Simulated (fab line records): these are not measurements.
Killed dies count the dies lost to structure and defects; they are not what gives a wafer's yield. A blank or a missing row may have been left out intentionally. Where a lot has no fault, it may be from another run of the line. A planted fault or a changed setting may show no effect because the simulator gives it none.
fab line records    flow n5Finfet
[record] lots = 24  wafers = 72  lastDay = 17
route steps=1938 shown BEOL_M10@1491 BEOL_M11@1539
lots that met no fault: taken from a fault-free run of the same line
startH: hours from the record's opening day to when the first of the lot's shown wafers began    waitH: time in hours since the lot's previous step    " same as the row above    L1.1+2: several wafers, shown together as one row    - no value present, or no start provided    * or withheld: withheld    < > ~ a bound
route shown NAME@n: a module of which the file shows steps, and the number in the route of the first    usual: mean/standard deviation of fault-free wafers    same: alike in all rows    chamber/n: place in a boat    sites: per-site readings    _std_site: the standard deviation of these    _edge_site: mean of outer sites minus mean of inner sites    radiusMm: for every site, how far away it sits from the centre of the wafer    mask NAME#n: copy n    behind: the most recent tool/chamber to have shaped the wafer    hold: what put the lot on hold/how long, in hours/how the hold closed    device: transistor that didn't switch, given as n, p or np    end of line: tests run on the same wafers once the route is complete    a step without rows: its recipe alone    killed: dies lost to structure and defects at the first sort, not the wafer's yield    map: shows each die of a wafer: x if killed, . if not, _ if none is there
set.NAME: the setting as run; set.NAME@STEP: as run at that earlier step    model.NAME: the simulator's own value behind a step, which no gauge read
a sample of lots followed through the steps of the route, with each step as a table and each wafer as a row
services: from which hour (startH, from the record's first day; less than 0 if before it) a tool's chamber was out of use, for how many hours, and why
[[steps]]
[step N5_BEOL_M10_HM_OPEN_17]
[recipe] chemistry = Cl2/BCl3  targetDepthA = 200  overetchA = 60  target = TiN  maskMaterial = SOC  ionEnergyEv = 150  pressureMtorr = 10  icpW = 1000  biasW = 126  Cl2_flow_sccm = 53.25  bcl3FlowSccm = 21.75  Ar_flow_sccm = 25
[usual] drypumpMotorCurrentA = 5.8/0.39  oesProductAu = 0.67/0.072  throttleValvePct = 22.14/0.23
lot.wafer  tool         chamber  startH  waitH  drypumpMotorCurrentA  oesProductAu  rfHoursCounterH  throttleValvePct
L075.1     rieMetal-02  0        225.01  0.0    6.0                   0.65          47               22.14
L075.3     "            0        "       "      6.1                   0.66          -                22.15
L075.6     "            0        "       "      6.0                   0.66          -                22.15
L074.2     rieMetal-02  0        225.89  0.1    6.0                   0.65          -                22.15
L074.4     "            0        "       "      6.0                   0.65          -                22.14
L074.5     "            0        "       "      6.0                   0.65          -                22.15
L077.2     rieMetal-02  0        232.75  0.1    6.0                   0.66          -                22.12
L077.3     "            0        "       "      6.0                   0.64          -                22.13
L077.6     "            0        "       "      6.0                   0.66          -                22.16
L078.2     rieMetal-02  0        233.82  0.1    6.0                   0.66          -                22.13
L078.3     "            0        "       "      6.0                   0.65          -                22.14
L078.5     "            0        "       "      6.0                   0.65          -                22.15
L079.1     rieMetal-01  0        238.90  0.0    6.4                   0.64          53               22.08
L079.4     "            0        "       "      6.4                   0.63          -                22.11
L079.6     "            0        "       "      6.3                   0.63          -                22.10
L076.1     rieMetal-03  0        242.92  0.0    5.6                   0.59          88               22.40
L076.2     "            0        "       "      5.6                   0.59          -                22.38
L076.3     "            0        "       "      5.6                   0.59          -                22.39
L081.2     rieMetal-02  1        247.53  0.0    5.2                   0.83          1                22.13
L081.3     "            1        "       "      5.2                   0.82          -                22.15
L081.4     "            0        "       "      6.0                   0.65          -                22.14
L080.2     rieMetal-02  0        250.96  0.0    6.0                   0.64          50               22.15
L080.3     "            0        "       "      6.0                   0.65          -                22.15
L080.6     "            0        "       "      6.0                   0.65          -                22.15
L082.1     rieMetal-03  1        260.58  0.0    5.9                   0.73          15               21.72
L082.2     "            0        "       "      5.6                   0.57          90               22.41
L082.4     "            1        "       "      5.9                   0.73          -                21.73
L083.1     rieMetal-03  1        267.44  0.0    5.9                   0.74          16               21.72
L083.3     "            0        "       "      5.6                   0.59          -                22.43
L083.6     "            0        "       "      5.6                   0.58          -                22.43
L084.1     rieMetal-02  0        276.98  0.0    6.1                   0.64          52               22.17
L084.5     "            1        "       "      5.1                   0.79          -                22.17
L084.6     "            0        "       "      6.1                   0.63          -                22.17
L085.4     rieMetal-03  0        284.71  0.1    5.6                   0.59          -                22.41
L085.5     "            0        "       "      5.6                   0.58          -                22.39
L085.6     "            1        "       "      5.9                   0.74          -                21.72
L087.2     rieMetal-01  0        287.08  0.0    6.4                   0.63          59               22.11
L087.5     "            1        "       "      6.5                   0.78          -                22.25
L087.6     "            0        "       "      6.4                   0.62          -                22.09
L088.1     rieMetal-02  0        294.89  0.0    6.0                   0.64          53               22.16
L088.2     "            1        "       "      5.1                   0.78          5                22.17
L088.6     "            0        "       "      6.0                   0.63          -                22.17
L086.1     rieMetal-03  1        298.31  0.0    5.9                   0.72          19               21.73
L086.3     "            0        "       "      5.6                   0.58          -                22.40
L086.4     "            1        "       "      5.9                   0.74          -                21.70
L089.1     rieMetal-02  1        305.37  0.0    5.1                   0.76          6                22.17
L089.3     "            1        "       "      5.1                   0.77          -                22.18
L089.5     "            1        "       "      5.1                   0.77          -                22.16
L091.1     rieMetal-03  1        313.65  0.0    5.9                   0.71          20               21.74
L091.3     "            0        "       "      5.6                   0.58          -                22.41
L091.5     "            0        "       "      5.6                   0.57          -                22.42
L090.3     rieMetal-03  1        314.26  0.1    5.9                   0.72          -                21.71
L090.4     "            0        "       "      5.6                   0.58          -                22.41
L090.6     "            1        "       "      5.9                   0.73          -                21.71
L093.1     rieMetal-03  1        323.40  0.0    5.9                   0.71          21               21.74
L093.3     "            1        "       "      5.8                   0.72          -                21.72
L093.4     "            0        "       "      5.6                   0.57          -                22.43
L092.1     rieMetal-02  0        332.10  0.0    6.0                   0.63          56               22.17
L092.2     "            1        "       "      5.1                   0.75          8                22.20
L092.6     "            0        "       "      6.0                   0.62          -                22.18
L094.1     rieMetal-01  1        338.08  0.0    6.5                   0.75          10               22.28
L094.5     "            0        "       "      6.4                   0.60          -                22.12
L094.6     "            1        "       "      6.5                   0.74          -                22.27
L095.2     rieMetal-01  0        338.78  0.0    6.3                   0.61          64               22.10
L095.3     "            0        "       "      6.4                   0.61          -                22.11
L095.5     "            0        "       "      6.4                   0.61          -                22.12
L096.1     rieMetal-03  0        345.66  0.0    5.5                   0.57          98               22.41
L096.2     "            1        "       "      5.9                   0.72          23               21.74
L096.5     "            1        "       "      5.8                   0.72          -                21.74
L097.2     rieMetal-03  0        349.68  0.0    5.6                   0.57          98               22.43
L097.3     "            0        "       "      5.6                   0.57          -                22.43
L097.6     "            1        "       "      5.9                   0.71          -                21.72
[step N5_BEOL_M10_CD_MEAS_18]
[recipe] pitchNm = 140  targetCdNm = 70
[usual] cdNm = 69.3/0.75
lot.wafer  tool      chamber  startH  waitH  cdNm
L075.1     cdSem-01  -        225.29  0.0    69.1
L075.3     "         -        "       "      69.9
L075.6     "         -        "       "      69.1
L074.2     cdSem-01  -        226.20  0.1    69.6
L074.4     "         -        "       "      69.2
L074.5     "         -        "       "      68.5
L077.2     cdSem-03  -        232.99  0.1    69.8
L077.3     "         -        "       "      70.3
L077.6     "         -        "       "      71.2
L078.2     cdSem-02  -        234.06  0.1    68.9
L078.3     "         -        "       "      69.6
L078.5     "         -        "       "      69.9
L079.1     cdSem-01  -        239.17  0.0    69.8
L079.4     "         -        "       "      68.9
L079.6     "         -        "       "      70.1
L076.1     cdSem-03  -        243.19  0.0    69.2
L076.2     "         -        "       "      68.5
L076.3     "         -        "       "      69.6
L081.2     cdSem-02  -        247.76  0.1    68.4
L081.3     "         -        "       "      68.1
L081.4     "         -        "       "      68.8
L080.2     cdSem-01  -        251.27  0.1    69.4
L080.3     "         -        "       "      68.9
L080.6     "         -        "       "      69.0
L082.1     cdSem-03  -        260.76  0.0    68.0
L082.2     "         -        "       "      69.0
L082.4     "         -        "       "      68.9
L083.1     cdSem-03  -        267.64  0.0    70.3
L083.3     "         -        "       "      70.1
L083.6     "         -        "       "      70.2
L084.1     cdSem-02  -        277.16  0.0    69.4
L084.5     "         -        "       "      69.6
L084.6     "         -        "       "      68.8
L085.4     cdSem-01  -        284.88  0.1    69.1
L085.5     "         -        "       "      68.7
L085.6     "         -        "       "      69.6
L087.2     cdSem-01  -        287.32  0.1    68.9
L087.5     "         -        "       "      68.4
L087.6     "         -        "       "      68.9
L088.1     cdSem-01  -        295.10  0.0    69.8
L088.2     "         -        "       "      69.4
L088.6     "         -        "       "      69.9
L086.1     cdSem-03  -        298.54  0.1    69.4
L086.3     "         -        "       "      68.8
L086.4     "         -        "       "      68.4
L089.1     cdSem-02  -        305.57  0.0    70.0
L089.3     "         -        "       "      69.6
L089.5     "         -        "       "      69.6
L091.1     cdSem-01  -        313.84  0.1    68.6
L091.3     "         -        "       "      68.7
L091.5     "         -        "       "      68.4
L090.3     cdSem-01  -        314.42  0.1    69.7
L090.4     "         -        "       "      70.6
L090.6     "         -        "       "      70.7
L093.1     cdSem-01  -        323.59  0.0    70.4
L093.3     "         -        "       "      70.1
L093.4     "         -        "       "      68.2
L092.1     cdSem-01  -        332.31  0.0    70.3
L092.2     "         -        "       "      70.7
L092.6     "         -        "       "      70.6
L094.1     cdSem-01  -        338.45  0.0    68.7
L094.5     "         -        "       "      68.0
L094.6     "         -        "       "      68.8
L095.2     cdSem-02  -        339.00  0.1    69.3
L095.3     "         -        "       "      69.4
L095.5     "         -        "       "      68.9
L096.1     cdSem-01  -        345.85  0.0    70.3
L096.2     "         -        "       "      69.8
L096.5     "         -        "       "      68.8
L097.2     cdSem-01  -        349.86  0.1    68.8
L097.3     "         -        "       "      69.9
L097.6     "         -        "       "      68.5
[step N5_BEOL_M10_ETCH_65]
[recipe] chemistry = CF4  target = SiARC  targetDepthA = 390  maskMaterial = CAR-ArF  timeS = 65  ionEnergyEv = 80  pressureMtorr = 40  sourceW = 545  biasW = 36  Ar_flow_sccm = 100  cf4FlowSccm = 100  ends = cleared
[usual] drypumpMotorCurrentA = 5.7/0.41  etchRfOnTimeS = 64.7/1.5  oesProductAu = 0.68/0.068  rfVppV = 184.3/1.1  showerheadPlenumPTorr = 2.15/0.061  throttleValvePct = 15.6/0.31
lot.wafer  tool        chamber  startH  waitH  drypumpMotorCurrentA  etchRfOnTimeS  oesProductAu  rfHoursCounterH  rfVppV  showerheadPlenumPTorr  throttleValvePct
L075.1     rieDiel-05  3        226.17  0.0    5.6                   64.6           0.61          208              182.8   2.13                   15.8
L075.3     "           0        "       "      5.5                   66.9           0.68          83               186.5   2.23                   15.2
L075.6     "           2        "       "      6.1                   66.7           0.57          -                184.7   2.18                   15.8
L074.2     rieDiel-05  3        228.02  0.0    5.6                   63.7           0.62          209              185.5   2.13                   15.8
L074.4     "           0        "       "      5.5                   66.1           0.68          83               185.5   2.23                   15.2
L074.5     "           1        "       "      5.5                   64.3           0.62          -                184.1   2.13                   16.2
L077.2     rieDiel-01  1        233.89  0.0    5.6                   61.0           0.76          51               184.8   2.17                   15.2
L077.3     "           2        "       "      5.8                   65.1           0.59          247              182.6   2.10                   16.1
L077.6     "           1        "       "      5.6                   61.3           0.75          -                184.4   2.17                   15.2
L078.2     rieDiel-01  1        234.75  0.0    5.6                   61.0           0.76          52               183.9   2.17                   15.2
L078.3     "           2        "       "      5.8                   64.8           0.59          248              183.4   2.10                   16.1
L078.5     "           2        "       "      5.8                   64.7           0.59          -                185.2   2.10                   16.1
L079.1     rieDiel-05  0        241.53  0.0    5.6                   66.6           0.68          87               185.7   2.23                   15.2
L079.4     "           0        "       "      5.5                   67.1           0.66          -                185.7   2.23                   15.2
L079.6     "           3        "       "      5.6                   64.4           0.61          -                185.1   2.13                   15.8
L076.1     rieDiel-01  3        247.28  0.0    5.2                   63.2           0.70          76               183.7   2.07                   15.6
L076.2     "           1        "       "      5.6                   60.5           0.76          58               184.9   2.17                   15.2
L076.3     "           0        "       "      5.1                   62.7           0.70          96               183.5   2.09                   15.4
L081.2     rieDiel-01  1        249.29  0.0    5.6                   61.8           0.74          58               184.6   2.17                   15.2
L081.3     "           3        "       "      5.2                   64.5           0.70          76               184.0   2.07                   15.6
L081.4     "           3        "       "      5.2                   64.0           0.70          -                182.0   2.07                   15.6
L080.2     rieDiel-03  3        252.64  0.0    5.6                   65.3           0.68          127              185.6   2.24                   15.7
L080.3     "           2        "       "      5.9                   63.9           0.71          64               183.5   2.08                   15.5
L080.6     "           1        "       "      6.7                   63.7           0.74          -                182.3   2.09                   15.5
L082.1     rieDiel-03  2        261.24  0.0    5.9                   63.4           0.71          67               183.1   2.08                   15.5
L082.2     "           0        "       "      5.5                   63.3           0.82          12               184.0   2.27                   15.1
L082.4     "           1        "       "      6.7                   63.5           0.74          57               184.6   2.09                   15.5
L083.1     rieDiel-05  0        268.43  0.0    5.5                   66.5           0.66          100              184.0   2.23                   15.2
L083.3     "           3        "       "      5.6                   63.8           0.61          226              182.7   2.13                   15.8
L083.6     "           1        "       "      5.5                   65.5           0.60          -                184.3   2.13                   16.2
L084.1     rieDiel-05  2        278.03  0.0    6.1                   66.7           0.81          2                185.5   2.18                   15.3
L084.5     "           1        "       "      5.5                   65.9           0.61          -                183.5   2.13                   16.2
L084.6     "           2        "       "      6.2                   66.1           0.81          -                185.5   2.18                   15.3
L085.4     rieDiel-05  2        285.92  0.0    6.2                   66.1           0.80          6                183.3   2.18                   15.3
L085.5     "           0        "       "      5.5                   66.5           0.66          -                185.6   2.22                   15.2
L085.6     "           1        "       "      5.5                   66.2           0.59          -                182.7   2.13                   16.2
L087.2     rieDiel-05  2        287.88  0.0    6.2                   66.9           0.79          6                184.2   2.17                   15.3
L087.5     "           2        "       "      6.2                   66.4           0.80          -                183.5   2.17                   15.3
L087.6     "           1        "       "      5.5                   65.5           0.61          -                183.8   2.13                   16.2
L088.1     rieDiel-03  2        296.61  0.0    5.9                   64.5           0.70          80               183.1   2.08                   15.6
L088.2     "           1        "       "      6.8                   64.0           0.73          69               183.5   2.08                   15.5
L088.6     "           3        "       "      5.6                   65.2           0.67          -                184.5   2.23                   15.7
L086.1     rieDiel-05  2        299.19  0.0    6.1                   65.6           0.80          9                184.6   2.17                   15.3
L086.3     "           3        "       "      5.6                   64.3           0.59          238              184.6   2.12                   15.8
L086.4     "           0        "       "      5.6                   66.1           0.65          -                185.9   2.22                   15.2
L089.1     rieDiel-03  3        308.94  0.0    5.6                   64.3           0.67          147              186.8   2.23                   15.7
L089.3     "           2        "       "      5.9                   62.9           0.70          84               183.7   2.08                   15.6
L089.5     "           0        "       "      5.5                   64.0           0.79          -                185.9   2.27                   15.1
L090.3     rieDiel-03  0        315.96  0.0    5.5                   64.4           0.78          30               185.7   2.27                   15.1
L090.4     "           1        "       "      6.7                   64.0           0.73          77               183.0   2.08                   15.5
L090.6     "           1        "       "      6.7                   63.8           0.72          -                182.8   2.08                   15.6
L091.1     rieDiel-01  3        316.47  0.0    5.2                   63.9           0.67          105              182.3   2.06                   15.6
L091.3     "           2        "       "      5.8                   64.2           0.81          20               184.0   2.10                   15.6
L091.5     "           2        "       "      5.8                   64.2           0.80          -                184.0   2.10                   15.6
L093.1     rieDiel-03  0        324.81  0.0    5.5                   64.6           0.78          32               184.0   2.27                   15.1
L093.3     "           3        "       "      5.6                   64.7           0.66          153              186.1   2.23                   15.7
L093.4     "           1        "       "      6.7                   63.2           0.72          80               184.3   2.08                   15.5
L092.1     rieDiel-05  0        333.63  0.0    5.5                   66.7           0.64          125              185.9   2.22                   15.3
L092.2     "           3        "       "      5.6                   64.8           0.59          254              182.4   2.12                   15.9
L092.6     "           3        "       "      5.6                   65.0           0.59          -                184.3   2.12                   15.9
L095.2     rieDiel-05  2        339.83  0.0    6.2                   67.2           0.75          29               184.6   2.17                   15.4
L095.3     "           0        "       "      5.5                   66.9           0.63          129              185.2   2.21                   15.3
L095.5     "           2        "       "      6.2                   66.7           0.75          -                184.3   2.17                   15.4
L094.1     rieDiel-05  2        340.29  0.0    6.2                   66.1           0.75          29               184.5   2.17                   15.4
L094.5     "           0        "       "      5.5                   66.0           0.64          -                185.6   2.22                   15.3
L094.6     "           2        "       "      6.2                   66.2           0.75          -                183.8   2.17                   15.4
L096.1     rieDiel-03  0        346.74  0.0    5.5                   64.6           0.76          40               184.9   2.26                   15.1
L096.2     "           2        "       "      5.9                   62.9           0.68          99               182.6   2.07                   15.6
L096.5     "           0        "       "      5.5                   64.5           0.76          -                186.1   2.26                   15.1
L097.2     rieDiel-05  2        351.78  0.0    6.1                   66.0           0.74          34               184.8   2.17                   15.4
L097.3     "           0        "       "      5.5                   66.2           0.64          134              184.5   2.21                   15.3
L097.6     "           2        "       "      6.1                   65.9           0.74          -                184.5   2.17                   15.4
[step N5_BEOL_M10_CD_MEAS_35]
[recipe] targetCdNm = 70  polarity = opening
[usual] cdNm = 69.3/0.8
lot.wafer  tool      chamber  startH  waitH  cdNm
L075.1     cdSem-02  -        226.79  0.0    68.6
L075.3     "         -        "       "      69.8
L075.6     "         -        "       "      68.7
L074.2     cdSem-02  -        228.63  0.0    69.2
L074.4     "         -        "       "      68.8
L074.5     "         -        "       "      68.0
L077.2     cdSem-03  -        234.50  0.0    69.4
L077.3     "         -        "       "      70.4
L077.6     "         -        "       "      70.3
L078.2     cdSem-02  -        235.37  0.0    69.0
L078.3     "         -        "       "      69.7
L078.5     "         -        "       "      69.9
L079.1     cdSem-01  -        242.15  0.0    69.7
L079.4     "         -        "       "      69.0
L079.6     "         -        "       "      69.7
L076.1     cdSem-02  -        247.89  0.0    68.6
L076.2     "         -        "       "      68.3
L076.3     "         -        "       "      69.5
L081.2     cdSem-02  -        249.93  0.0    69.0
L081.3     "         -        "       "      68.2
L081.4     "         -        "       "      68.8
L080.2     cdSem-02  -        253.27  0.0    69.6
L080.3     "         -        "       "      68.8
L080.6     "         -        "       "      68.6
L082.1     cdSem-03  -        261.85  0.0    67.6
L082.2     "         -        "       "      68.9
L082.4     "         -        "       "      68.7
L083.1     cdSem-03  -        269.04  0.0    69.9
L083.3     "         -        "       "      69.8
L083.6     "         -        "       "      69.8
L084.1     cdSem-03  -        278.65  0.0    69.8
L084.5     "         -        "       "      69.8
L084.6     "         -        "       "      69.0
L085.4     cdSem-01  -        286.56  0.0    69.5
L085.5     "         -        "       "      68.5
L085.6     "         -        "       "      69.6
L087.2     cdSem-03  -        288.51  0.0    69.0
L087.5     "         -        "       "      68.8
L087.6     "         -        "       "      68.8
L088.1     cdSem-03  -        297.22  0.0    69.8
L088.2     "         -        "       "      69.5
L088.6     "         -        "       "      70.3
L086.1     cdSem-02  -        299.80  0.0    70.0
L086.3     "         -        "       "      68.7
L086.4     "         -        "       "      68.3
L089.1     cdSem-03  -        309.73  0.0    70.3
L089.3     "         -        "       "      69.8
L089.5     "         -        "       "      69.7
L090.3     cdSem-01  -        316.59  0.0    70.1
L090.4     "         -        "       "      70.6
L090.6     "         -        "       "      71.1
L091.1     cdSem-02  -        317.08  0.0    68.5
L091.3     "         -        "       "      68.8
L091.5     "         -        "       "      68.9
L093.1     cdSem-01  -        325.42  0.0    70.2
L093.3     "         -        "       "      70.3
L093.4     "         -        "       "      68.2
L092.1     cdSem-01  -        334.24  0.0    70.1
L092.2     "         -        "       "      70.6
L092.6     "         -        "       "      70.9
L095.2     cdSem-02  -        340.44  0.0    69.4
L095.3     "         -        "       "      69.0
L095.5     "         -        "       "      69.2
L094.1     cdSem-01  -        340.90  0.0    68.8
L094.5     "         -        "       "      67.8
L094.6     "         -        "       "      68.6
L096.1     cdSem-01  -        347.35  0.0    70.5
L096.2     "         -        "       "      69.4
L096.5     "         -        "       "      69.0
L097.2     cdSem-02  -        352.39  0.0    69.1
L097.3     "         -        "       "      69.9
L097.6     "         -        "       "      68.7
[step N5_BEOL_M11_PECVD_70]
[recipe] material = SiO2  targetThkA = 200  tempC = 400  precursor = TEOS/O2  pressureTorr = 5.5  rfW = 450  teosFlowSccm = 53.8  gas = O2  flowSccm = 3000  timeS = 22.7
[usual] heaterPowerW = 694/86  showerheadPlenumPTorr = 8.73/0.067  throttleValvePct = 22.7/1.3
lot.wafer  tool      chamber  startH  waitH  heaterPowerW  showerheadPlenumPTorr  throttleValvePct
L075.1     pecvd-02  0        231.75  0.0    812           8.81                   23.9
L075.3     "         2        "       "      626           8.77                   21.5
L075.6     "         1        "       "      654           8.72                   22.1
L074.2     pecvd-01  0        232.79  0.0    755           8.72                   21.8
L074.4     "         0        "       "      747           8.73                   21.8
L074.5     "         2        "       "      588           8.69                   22.2
L077.2     pecvd-02  0        237.50  0.0    826           8.82                   24.1
L077.3     "         2        "       "      655           8.75                   21.6
L077.6     "         1        "       "      553           8.78                   22.1
L078.2     pecvd-02  0        239.93  0.0    834           8.83                   23.8
L078.3     "         1        "       "      614           8.74                   22.1
L078.5     "         0        "       "      824           8.81                   24.0
L079.1     pecvd-02  2        246.93  0.0    694           8.74                   21.5
L079.4     "         1        "       "      639           8.73                   22.0
L079.6     "         2        "       "      678           8.77                   21.4
L076.1     pecvd-01  1        252.46  0.0    575           8.59                   24.7
L076.2     "         0        "       "      777           8.74                   21.8
L076.3     "         2        "       "      662           8.71                   22.1
L081.2     pecvd-01  2        254.90  0.0    703           8.70                   21.7
L081.3     "         1        "       "      642           8.60                   24.9
L081.4     "         2        "       "      712           8.72                   22.0
L080.2     pecvd-03  0        256.79  0.0    768           8.79                   22.0
L080.3     "         2        "       "      767           8.82                   20.4
L080.6     "         2        "       "      767           8.80                   20.6
L082.1     pecvd-01  2        268.62  0.0    678           8.68                   21.9
L082.2     "         1        "       "      666           8.60                   24.8
L082.4     "         1        "       "      661           8.61                   25.0
L083.1     pecvd-02  0        272.89  0.0    790           8.84                   23.8
L083.3     "         1        "       "      586           8.73                   22.1
L083.6     "         1        "       "      608           8.77                   22.2
L084.1     pecvd-01  1        282.55  0.0    658           8.60                   24.9
L084.5     "         2        "       "      646           8.72                   22.2
L084.6     "         1        "       "      664           8.60                   24.9
L085.4     pecvd-02  1        290.73  0.1    630           8.75                   22.2
L085.5     "         0        "       "      839           8.81                   24.4
L085.6     "         2        "       "      700           8.76                   21.7
L087.2     pecvd-01  2        291.61  0.0    697           8.69                   22.2
L087.5     "         0        "       "      816           8.72                   22.0
L087.6     "         2        "       "      673           8.71                   22.0
L088.1     pecvd-01  2        300.19  0.0    612           8.71                   22.3
L088.2     "         1        "       "      623           8.60                   25.1
L088.6     "         1        "       "      616           8.59                   24.9
L086.1     pecvd-03  2        304.07  0.0    774           8.80                   20.8
L086.3     "         0        "       "      640           8.76                   21.6
L086.4     "         2        "       "      745           8.81                   20.8
L089.1     pecvd-01  2        312.84  0.0    610           8.70                   22.1
L089.3     "         0        "       "      772           8.72                   22.0
L089.5     "         1        "       "      597           8.62                   25.0
L090.3     pecvd-01  1        319.35  0.0    592           8.59                   24.6
L090.4     "         1        "       "      593           8.60                   24.7
L090.6     "         2        "       "      690           8.73                   22.1
L091.1     pecvd-02  1        320.13  0.0    602           8.72                   22.1
L091.3     "         2        "       "      600           8.77                   21.7
L091.5     "         2        "       "      596           8.79                   21.7
L093.1     pecvd-02  0        329.12  0.0    726           8.80                   24.3
L093.3     "         2        "       "      685           8.77                   21.8
L093.4     "         1        "       "      559           8.74                   22.2
L092.1     pecvd-03  1        337.44  0.0    760           8.77                   21.8
L092.2     "         2        "       "      725           8.82                   20.9
L092.6     "         2        "       "      701           8.80                   20.9
L095.2     pecvd-02  2        343.60  0.0    699           8.76                   21.9
L095.3     "         1        "       "      661           8.75                   22.3
L095.5     "         0        "       "      750           8.82                   24.3
L094.1     pecvd-02  2        346.27  0.0    687           8.75                   21.9
L094.5     "         0        "       "      803           8.81                   24.2
L094.6     "         1        "       "      533           8.73                   22.0
L096.1     pecvd-01  0        351.33  0.0    757           8.74                   22.0
L096.2     "         2        "       "      589           8.71                   22.1
L096.5     "         0        "       "      783           8.73                   21.9
L097.2     pecvd-01  0        356.57  0.0    792           8.73                   22.0
L097.3     "         2        "       "      596           8.72                   22.3
L097.6     "         0        "       "      787           8.70                   21.9
[step N5_BEOL_M11_INSPECT_13]
[recipe] mode = adi  inspectInstrument = brightfield
[usual] rawDefectCount = 417/110
lot.wafer  tool              chamber  startH  waitH  rawDefectCount
L075.1     defectInspect-01  -        232.70  0.0    233
L075.3     "                 -        "       "      326
L075.6     "                 -        "       "      355
L074.2     defectInspect-02  -        234.47  0.0    474
L074.4     "                 -        "       "      535
L074.5     "                 -        "       "      398
L077.2     defectInspect-02  -        238.96  0.0    485
L077.3     "                 -        "       "      733
L077.6     "                 -        "       "      423
L078.2     defectInspect-01  -        242.19  0.0    374
L078.3     "                 -        "       "      310
L078.5     "                 -        "       "      265
L079.1     defectInspect-02  -        247.83  0.0    402
L079.4     "                 -        "       "      436
L079.6     "                 -        "       "      302
L076.1     defectInspect-02  -        253.59  0.0    538
L076.2     "                 -        "       "      818
L076.3     "                 -        "       "      553
L081.2     defectInspect-01  -        256.51  0.0    269
L081.3     "                 -        "       "      355
L081.4     "                 -        "       "      334
L080.2     defectInspect-02  -        257.93  0.0    385
L080.3     "                 -        "       "      484
L080.6     "                 -        "       "      744
L082.1     defectInspect-01  -        270.23  0.0    518
L082.2     "                 -        "       "      371
L082.4     "                 -        "       "      389
L083.1     defectInspect-02  -        276.22  0.0    555
L083.3     "                 -        "       "      428
L083.6     "                 -        "       "      386
L084.1     defectInspect-01  -        283.74  0.0    387
L084.5     "                 -        "       "      354
L084.6     "                 -        "       "      411
L085.4     defectInspect-01  -        294.31  0.0    340
L085.5     "                 -        "       "      341
L085.6     "                 -        "       "      317
L087.2     defectInspect-02  -        294.48  0.0    410
L087.5     "                 -        "       "      476
L087.6     "                 -        "       "      391
L088.1     defectInspect-02  -        302.76  0.0    495
L088.2     "                 -        "       "      443
L088.6     "                 -        "       "      463
L086.1     defectInspect-02  -        305.95  0.0    438
L086.3     "                 -        "       "      373
L086.4     "                 -        "       "      276
L089.1     defectInspect-02  -        313.83  0.0    648
L089.3     "                 -        "       "      395
L089.5     "                 -        "       "      588
L090.3     defectInspect-01  -        322.38  0.0    358
L090.4     "                 -        "       "      437
L090.6     "                 -        "       "      312
L091.1     defectInspect-02  -        322.76  0.0    406
L091.3     "                 -        "       "      321
L091.5     "                 -        "       "      403
L093.1     defectInspect-02  -        331.49  0.0    477
L093.3     "                 -        "       "      389
L093.4     "                 -        "       "      349
L092.1     defectInspect-02  -        338.05  0.0    430
L092.2     "                 -        "       "      493
L092.6     "                 -        "       "      413
L095.2     defectInspect-01  -        345.71  0.0    541
L095.3     "                 -        "       "      425
L095.5     "                 -        "       "      529
L094.1     defectInspect-02  -        347.15  0.0    480
L094.5     "                 -        "       "      324
L094.6     "                 -        "       "      415
L096.1     defectInspect-01  -        352.55  0.0    328
L096.2     "                 -        "       "      450
L096.5     "                 -        "       "      298
L097.2     defectInspect-02  -        361.50  0.0    376
L097.3     "                 -        "       "      310
L097.6     "                 -        "       "      367
[[services]]
tool         chamber  startH  hours  kind
pecvd-01     2        202.38  -      clean
pecvd-01     2        202.38  -      consumableReplace:showerhead
pecvd-01     2        202.38  29.0   scheduledDown
rieDiel-05   1        213.01  3.8    repair
pecvd-03     2        214.79  5.7    repair
rieMetal-01  0        214.85  8.2    repair
rieMetal-02  -        220.54  1.9    repair
rieMetal-03  1        241.17  12.5   repair
rieDiel-05   2        241.53  4.6    repair
pecvd-02     -        245.16  1.7    repair
rieDiel-05   2        253.64  -      clean
rieDiel-05   2        253.64  -      consumableReplace:focusRing
rieMetal-02  0        259.68  4.2    repair
rieDiel-03   0        277.30  4.8    repair
pecvd-03     -        291.16  6.0    pm
rieDiel-01   0        293.25  34.3   repair
rieDiel-05   2        294.72  3.8    repair
rieMetal-01  -        296.07  2.8    pm
rieDiel-05   0        303.23  6.3    repair
rieMetal-02  1        307.60  2.2    repair
rieMetal-02  -        328.93  1.4    pm
pecvd-02     -        334.10  1.0    repair
rieDiel-03   3        353.62  2.7    repair
rieMetal-02  -        356.20  0.7    repair
[[key]]
fault none
